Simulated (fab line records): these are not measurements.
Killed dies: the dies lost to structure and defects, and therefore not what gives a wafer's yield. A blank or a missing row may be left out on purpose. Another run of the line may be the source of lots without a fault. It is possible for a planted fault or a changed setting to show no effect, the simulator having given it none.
Which of the tools did it? | flow nandHarc | 24 lots with 72 wafers sampled at 2 steps, on a route of 1302 steps

WHAT THE GAUGES READ, wafer by wafer
NHARC_A_CONTACT_CD_MEAS_15.
lot  | measured     | on       | cdNm (nm)
L074 | day 23 06:49 | cdSem-03 | 189.8 189.9 189.6
L077 | day 23 08:23 | cdSem-01 | 190.7 190.8 190.4
L075 | day 23 09:55 | cdSem-03 | 189.1 189.1 189.9
L076 | day 23 13:41 | cdSem-01 | 190.2 190.3 190.7
L078 | day 24 09:37 | cdSem-01 | 190.7 190.2 190.7
L079 | day 24 12:02 | cdSem-01 | 190.6 190.1 190.4
L080 | day 24 21:13 | cdSem-01 | 189.7 189.8 189.5
L081 | day 25 14:46 | cdSem-01 | 190.5 190.5 190.4
L082 | day 25 21:57 | cdSem-03 | 190.6 190.4 190.5
L083 | day 26 03:38 | cdSem-01 | 190.0 190.1 189.9
L084 | day 26 06:51 | cdSem-03 | 190.1 190.0 189.3
L086 | day 26 10:34 | cdSem-01 | 190.3 189.9 189.9
L085 | day 26 20:55 | cdSem-02 | 189.5 189.4 190.0
L087 | day 27 23:34 | cdSem-02 | 189.1 189.7 189.4
L088 | day 28 03:49 | cdSem-02 | 189.4 188.9 189.0
L089 | day 28 04:46 | cdSem-02 | 190.6 190.7 190.7
L090 | day 29 10:53 | cdSem-03 | 190.5 190.4 190.1
L093 | day 30 00:02 | cdSem-01 | 190.4 191.0 191.3
L092 | day 30 00:46 | cdSem-01 | 189.3 190.5 190.1
L091 | day 30 03:34 | cdSem-03 | 190.3 190.6 190.6
L094 | day 30 07:13 | cdSem-02 | 190.2 190.2 189.8
L095 | day 31 08:34 | cdSem-01 | 189.7 189.8 189.8
L096 | day 31 16:49 | cdSem-01 | 190.1 190.1 189.8
L097 | day 31 17:34 | cdSem-02 | 189.6 189.4 189.6

TOOL THAT RAN EACH LOT (tool first, then ch and the chambers of the sampled wafers, then the start)
lot  | NHARC_A_CONTACT_ETCH_139
L074 | harCapEtch-03 ch 0,1, day 23 06:05
L077 | harCapEtch-02 ch 0, day 23 07:37
L075 | harCapEtch-01 ch 1, day 23 09:01
L076 | harCapEtch-03 ch 0,1, day 23 12:14
L078 | harCapEtch-03 ch 0,1, day 24 08:50
L079 | harCapEtch-02 ch 0,1, day 24 11:23
L080 | harCapEtch-03 ch 0,1, day 24 20:25
L081 | harCapEtch-02 ch 0,1, day 25 13:59
L082 | harCapEtch-02 ch 0,1, day 25 21:10
L083 | harCapEtch-01 ch 0,1, day 26 02:51
L084 | harCapEtch-03 ch 0,1, day 26 06:10
L086 | harCapEtch-02 ch 0,1, day 26 09:49
L085 | harCapEtch-03 ch 0,1, day 26 20:07
L087 | harCapEtch-02 ch 0,1, day 27 22:50
L088 | harCapEtch-01 ch 0,1, day 28 03:05
L089 | harCapEtch-03 ch 0,1, day 28 03:32
L090 | harCapEtch-03 ch 0,1, day 29 10:11
L093 | harCapEtch-01 ch 0,1, day 29 23:15
L092 | harCapEtch-02 ch 0,1, day 29 23:59
L091 | harCapEtch-03 ch 0,1, day 30 02:48
L094 | harCapEtch-01 ch 0,1, day 30 06:27
L095 | harCapEtch-02 ch 0,1, day 31 07:49
L096 | harCapEtch-01 ch 0,1, day 31 16:02
L097 | harCapEtch-02 ch 0,1, day 31 16:40
- NHARC_A_CONTACT_ETCH_139: etches the open film in C4F8/O2/Ar, time 195 s, target depth 840 nm.

AS READ BY THE TOOLS THEMSELVES (means over the sampled wafers that have a number; for cases with no such wafer, the mark the record gives instead)
The record holds no such reading with a usual standard deviation.

THE ANSWER, worked out from the rows above alone
Rule: the usual values come from the lots themselves. Put in order of their means at a reading, lots are off if they are a third of the lots or fewer, leave a main group of 4 or more, and stand apart from it by a gap of 3 or more times the standard deviation of the main group's means; of several such gaps the widest counts. A main group is skipped when, at the precision printed for the reading in the tables above, its means are all equal. Also off: a lot with no number at a reading for which 4 or more lots have one. Where the step has rows for the other lots, those lots are counted as sound. First the gauges in route order, then the tools' own readings, where a lot's mean is used as printed above. At the first step where some lot is off, the reading lying furthest off is the one used; lots without a number count as furthest.
No lot is off at any reading shown: from this, nothing can be told.

WHAT HAD BEEN PUT IN BY THE SIMULATOR
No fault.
